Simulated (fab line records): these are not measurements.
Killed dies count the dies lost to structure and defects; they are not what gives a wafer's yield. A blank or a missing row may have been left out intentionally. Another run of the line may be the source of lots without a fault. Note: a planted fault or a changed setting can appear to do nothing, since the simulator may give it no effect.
Chamber matching	flow n5Finfet	N5_SD_EPI_P_SD_RECESS_17 on rieSi-01: 4 sister chambers
The step chemistry HBr/Cl2/O2, target depth 39.1 nm, bt time 3 s. 4 wafers are shown with their chamber, then 9 later ones without.

WAFERS, EACH WITH ITS CHAMBER
wafer	chamber	drypumpMotorCurrentA (A)
L085.6	0	5.5
L086.2	2	5.8
L091.2	1	5.2
L091.6	3	5.1

WAFERS WITHOUT THEIR CHAMBER
wafer	drypumpMotorCurrentA (A)
L092.2	5.2
L092.5	5.5
L092.6	5.1
L096.1	5.1
L096.2	5.9
L096.3	5.5
L097.1	5.8
L097.4	5.1
L097.5	5.1

CHAMBER TAKEN BY EACH
wafer	from the rows above	in truth
L092.2	1	1
L092.5	0	0
L092.6	3	3
L096.1	3	3
L096.2	2	2
L096.3	0	0
L097.1	2	2
L097.4	3	3
L097.5	3	3
Correctly placed: 9 of 9. Can't be placed from these rows: 0. Number placed wrongly: 0.
How it was worked out, from the rows above alone: a wafer's distance from a chamber is the root of the sum, over the readings, of the square of ((its reading less the chamber's mean) divided by the reading's scatter). If the next closest chamber is less than 2 further off than the closest, the wafer can't be placed; otherwise it belongs to the closest. Each chamber's mean is taken over the wafers shown for it. The scatter (one wafer shown for each chamber): square how far every hidden wafer sits from the nearest shown wafer, average those squares and take the square root.
